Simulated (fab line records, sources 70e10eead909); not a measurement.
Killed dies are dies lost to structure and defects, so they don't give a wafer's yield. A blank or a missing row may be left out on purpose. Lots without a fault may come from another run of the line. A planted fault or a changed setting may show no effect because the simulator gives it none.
Which tool did it? | flow nand_harc | 12 lots, 36 wafers sampled, at 3 steps of a route of 1159

WHAT THE GAUGES READ, wafer by wafer
NHARC_A_SGD_CUT_CD_MEAS_09: target cd 100 nm.
lot  | measured     | on        | cd_nm (nm)
L074 | day 14 08:53 | cd_sem-02 | 100.0 100.9 100.3
L079 | day 14 13:39 | cd_sem-02 | 100.5 100.4 100.0
L077 | day 14 20:59 | cd_sem-02 | 99.7 99.8 100.8
L080 | day 15 12:07 | cd_sem-03 | 100.7 100.2 100.3
L082 | day 16 02:13 | cd_sem-03 | 101.3 100.8 101.0
L085 | day 16 23:17 | cd_sem-02 | 100.8 99.7 99.9
L086 | day 16 23:55 | cd_sem-02 | 100.4 100.2 101.0
L089 | day 17 10:03 | cd_sem-03 | 100.2 100.7 101.1
L091 | day 17 21:37 | cd_sem-02 | 100.3 100.3 100.0
L094 | day 18 16:40 | cd_sem-03 | 99.4 100.3 100.0
L093 | day 18 17:15 | cd_sem-01 | 99.5 100.4 100.5
L097 | day 19 15:59 | cd_sem-02 | 99.9 99.6 99.8

WHICH TOOL RAN EACH LOT (tool, then ch and the chambers of the sampled wafers, then the start)
lot  | NHARC_A_STAIRCASE_CMP_450     | NHARC_A_STAIRCASE_ETCHBACK_422
L074 | cmp-04 ch 0,1,2, day 14 06:14 | rie_diel-11 ch 1,2, day 14 06:44
L079 | cmp-02 ch 0,2,3, day 14 10:58 | rie_diel-10 ch 0,2,3, day 14 11:31
L077 | cmp-04 ch 0,1,3, day 14 18:21 | rie_diel-11 ch 0,1, day 14 18:52
L080 | cmp-01 ch 0,1,3, day 15 09:26 | rie_diel-09 ch 1,2,3, day 15 09:59
L082 | cmp-02 ch 0,1, day 15 22:23   | rie_diel-11 ch 2,3, day 15 22:55
L085 | cmp-02 ch 0,1,3, day 16 20:50 | rie_diel-10 ch 0,1, day 16 21:22
L086 | cmp-01 ch 0,1,2, day 16 21:07 | rie_diel-10 ch 1,3, day 16 21:40
L089 | cmp-01 ch 1,3, day 17 07:30   | rie_diel-10 ch 0,1, day 17 08:04
L091 | cmp-01 ch 0,1,2, day 17 18:41 | rie_diel-09 ch 0,1,3, day 17 19:14
L094 | cmp-01 ch 0,1, day 18 14:01   | rie_diel-10 ch 0,1,2, day 18 14:34
L093 | cmp-01 ch 0,2, day 18 14:38   | rie_diel-11 ch 2,3, day 18 15:10
L097 | cmp-02 ch 0,1,3, day 19 13:24 | rie_diel-09 ch 0,1,3, day 19 13:56
- NHARC_A_STAIRCASE_CMP_450: polishes SiO2, target thk 200 nm.
- NHARC_A_STAIRCASE_ETCHBACK_422: etches the open film in CH3F/O2, target depth 40 nm, time 74.286 s.

THE ANSWER, worked out from the rows above alone
Rule: what is usual is taken from the lots themselves. Put in order of their means at a reading, lots are off if they are a third of the lots or fewer, leave a main group of 4 or more, and stand apart from it by a gap of 3 or more times the standard deviation of the main group's means; of several such gaps the widest counts. A main group whose means are all the same, to the digits that the tables above print for the reading, isn't used. A lot without any number at a reading at which 4 lots or more have one is off too. The other lots that the step has rows for count as sound.
No lot is off at any reading shown: from this, nothing can be told.

WHAT THE SIMULATOR HAD PUT IN
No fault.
